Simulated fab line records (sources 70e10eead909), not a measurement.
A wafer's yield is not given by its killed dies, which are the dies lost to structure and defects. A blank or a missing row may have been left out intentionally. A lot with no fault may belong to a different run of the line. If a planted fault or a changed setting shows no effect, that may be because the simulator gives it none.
Problem report, 8D (eight disciplines) form, completed by code | flow nand-harc | the parts of the form that need people (team, actions taken, sign-off) are left out

1. WHAT IS WRONG
Wafers with no fault read 30 with a standard deviation of 11, whereas killed-dies at NHARC_END_SORT_01 reads a mean of 300 on 1 wafer of 1 lot. Measured from the usual mean, that is +25 standard deviations.
First seen on wafer L430.5, day 23 02:36, on prober-01. The record holds 36 wafers of 12 lots with a number at this step. The rule behind "out" and "out of limits": a value lying over 4 standard deviations away from the usual mean. All remaining wafers that have a number are taken as sound.

2. WHAT IT IS AND WHAT IT IS NOT
question                    | is                           | is not
which readings at this step | killed-dies, killed-at-array | killed-at-other, killed-at-periphery, killed-open, killed-short
which lots                  | L430                         | L415, L416, L417, L418, L419, L421, L426, L434, L436, L437, L438
which wafers of those lots  | L430.5                       | L430.1, L430.4
read on which gauges        | prober-01                    | prober-02
when                        | from day 23 02:36            | up to then (23 sound wafers); but 12 sound wafers of L434, L436, L437, L438 came after

3. WHAT RULES OUT EACH SUSPECT
Counting: a tool at a process step up to the reading stays a suspect if it ran every lot that is out. Sound lots after the first of them don't rule it out here, since some wafers of a struck lot are sound.
- the gauge at NHARC_END_SORT_01 is ruled out. All the wafers that are out were read on prober-01, but those of them that NHARC_A_CONTACT_ETCH_31 has rows for are out there too, on other tools.
- acl-dep-03 at NHARC_A_CONTACT_DEP_84 (deposits aC, target thk 2000 nm): kept. It ran the lot that is out, L430 (day 20 14:11); its last sound lot up to then is L426 (day 19 06:35).
- rie-diel-11 at NHARC_A_CONTACT_ETCH_31 (etches the open film in O2/COS, target depth 2000 nm, time 520 s): kept. It ran the lot that is out, L430 (day 20 17:01); its last sound lot up to then is L417 (day 17 16:58). Its own run-length-s readings are out on those wafers.
- har-cap-etch-02 at NHARC_A_CONTACT_ETCH_135 (etches the open film in C4F8/O2/Ar, time 132 s, target depth 1287 nm): kept. It ran the lot that is out, L430 (day 20 17:35); its last sound lot up to then is L415 (day 17 13:26).
- rie-diel-09 at NHARC_A_CONTACT_ETCH_92 (etches the open film in CH3F/O2, target depth 40 nm, time 85.7 s): kept. It ran the lot that is out, L430 (day 20 18:28); its last sound lot up to then is L421 (day 18 08:34).
- Within rie-diel-11 at NHARC_A_CONTACT_ETCH_31: the wafers that are out ran in chamber 0; their sound lot-mates ran in chambers 1, 2.
- The sound lot-mates ran in chamber 1 of har-cap-etch-02 at NHARC_A_CONTACT_ETCH_135, but the wafers that are out ran in chamber 0.
Left after counting: acl-dep-03 at NHARC_A_CONTACT_DEP_84, rie-diel-11 at NHARC_A_CONTACT_ETCH_31, har-cap-etch-02 at NHARC_A_CONTACT_ETCH_135, rie-diel-09 at NHARC_A_CONTACT_ETCH_92.

4. THE CAUSE (what the simulator had put in)
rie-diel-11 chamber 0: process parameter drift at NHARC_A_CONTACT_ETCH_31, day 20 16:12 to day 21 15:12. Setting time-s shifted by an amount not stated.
4 suspects survive the count, and this tool is in that group.

5. THE EFFECT CHAIN, in route order
Each row: a reading where the mean over the struck wafers with a number is more than 3 standard deviations away from the usual. Readings are gone through only where the record gives a usual standard deviation; hours: the median, over the lots, of the time from a lot's start at the first step in this table giving one to that lot's start at this step; sigmas: the change measured in usual standard deviations.
hours | step                    | reading         | usual   | on struck wafers | change | sigmas
0     | NHARC_A_CONTACT_ETCH_31 | run-length-s    | 541.3 s | 420.8            | -120.5 | -99 or more
58    | NHARC_END_SORT_01       | killed-at-array | 26      | 295              | +269   | +24
58    | NHARC_END_SORT_01       | killed-dies     | 30      | 300              | +270   | +25
Its process steps:
- NHARC_A_CONTACT_ETCH_31: etches the open film in O2/COS, target depth 2000 nm, time 520 s.

6. HOW IT WOULD HAVE BEEN CAUGHT EARLIER
58 hours passed between the start of the fault at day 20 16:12 and the first reading out of limits at a measuring or inspecting step in this record, taken at day 23 02:36.
The tool's own readings at NHARC_A_CONTACT_ETCH_31 were out on every struck wafer that the step has a row for (run-length-s): an alarm limit on them would have fired on the first of those.
By day 23 02:36 the whole set of lots that are out, 1 in number, had already begun NHARC_A_CONTACT_ETCH_31 on rie-diel-11. None of them would have been spared by holding the tool at that moment.
